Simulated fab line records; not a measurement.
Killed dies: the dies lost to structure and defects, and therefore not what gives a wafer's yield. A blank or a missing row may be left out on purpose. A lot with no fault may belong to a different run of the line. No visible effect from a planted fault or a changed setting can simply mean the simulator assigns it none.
Chamber matching || flow nand harc || NHARC_P_M0_PRE_CLEAN_31 on pecvd-03 has 3 sister chambers
The step time 12 s. 6 wafers are shown with their chamber, then 12 later ones without.

## WAFERS, EACH WITH ITS CHAMBER
{"wafer": "L089.2", "chamber": 2, "heater power w (W)": 493}
{"wafer": "L089.3", "chamber": 0, "heater power w (W)": 695}
{"wafer": "L089.5", "chamber": 2, "heater power w (W)": 507}
{"wafer": "L091.1", "chamber": 0, "heater power w (W)": 645}
{"wafer": "L091.3", "chamber": 1, "heater power w (W)": 710}
{"wafer": "L091.4", "chamber": 1, "heater power w (W)": 719}

## WAFERS WITH NO CHAMBER GIVEN
{"wafer": "L090.2", "heater power w (W)": 701}
{"wafer": "L090.3", "heater power w (W)": 701}
{"wafer": "L090.6", "heater power w (W)": 703}
{"wafer": "L090.1", "heater power w (W)": 604}
{"wafer": "L090.4", "heater power w (W)": 701}
{"wafer": "L090.5", "heater power w (W)": 603}
{"wafer": "L095.3", "heater power w (W)": 670}
{"wafer": "L095.5", "heater power w (W)": 676}
{"wafer": "L095.6", "heater power w (W)": 654}
{"wafer": "L096.1", "heater power w (W)": 621}
{"wafer": "L096.5", "heater power w (W)": 771}
{"wafer": "L096.6", "heater power w (W)": 618}

## CHAMBER TAKEN BY EACH
{"wafer": "L090.2", "from the rows above": "can't be placed: 1 or 0", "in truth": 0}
{"wafer": "L090.3", "from the rows above": "can't be placed: 1 or 0", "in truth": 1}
{"wafer": "L090.6", "from the rows above": "can't be placed: 1 or 0", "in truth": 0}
{"wafer": "L090.1", "from the rows above": "can't be placed: 0 or 2", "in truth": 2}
{"wafer": "L090.4", "from the rows above": "can't be placed: 1 or 0", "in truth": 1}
{"wafer": "L090.5", "from the rows above": "can't be placed: 0 or 2", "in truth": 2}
{"wafer": "L095.3", "from the rows above": 0, "in truth": 0}
{"wafer": "L095.5", "from the rows above": "can't be placed: 0 or 1", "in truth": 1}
{"wafer": "L095.6", "from the rows above": 0, "in truth": 0}
{"wafer": "L096.1", "from the rows above": 0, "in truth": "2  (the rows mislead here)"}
{"wafer": "L096.5", "from the rows above": 1, "in truth": 1}
{"wafer": "L096.6", "from the rows above": 0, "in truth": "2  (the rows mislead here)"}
Correct placement for 3 of the 12. Can't be placed from these rows: 7 (the true chamber is among the candidates in 7). Placed wrongly: 2.
How it was worked out, from the rows above alone: a wafer's distance from a chamber is the root of the sum, over the readings, of the square of ((its reading less the chamber's mean) divided by the reading's scatter). The wafer belongs to the nearest chamber; if the next one is less than 2 further off, it can't be placed. A chamber's mean is the mean of its shown wafers. The scatter: the root of (the sum of the squares of (reading less its chamber's mean) over the shown wafers, divided by (wafers less chambers)).
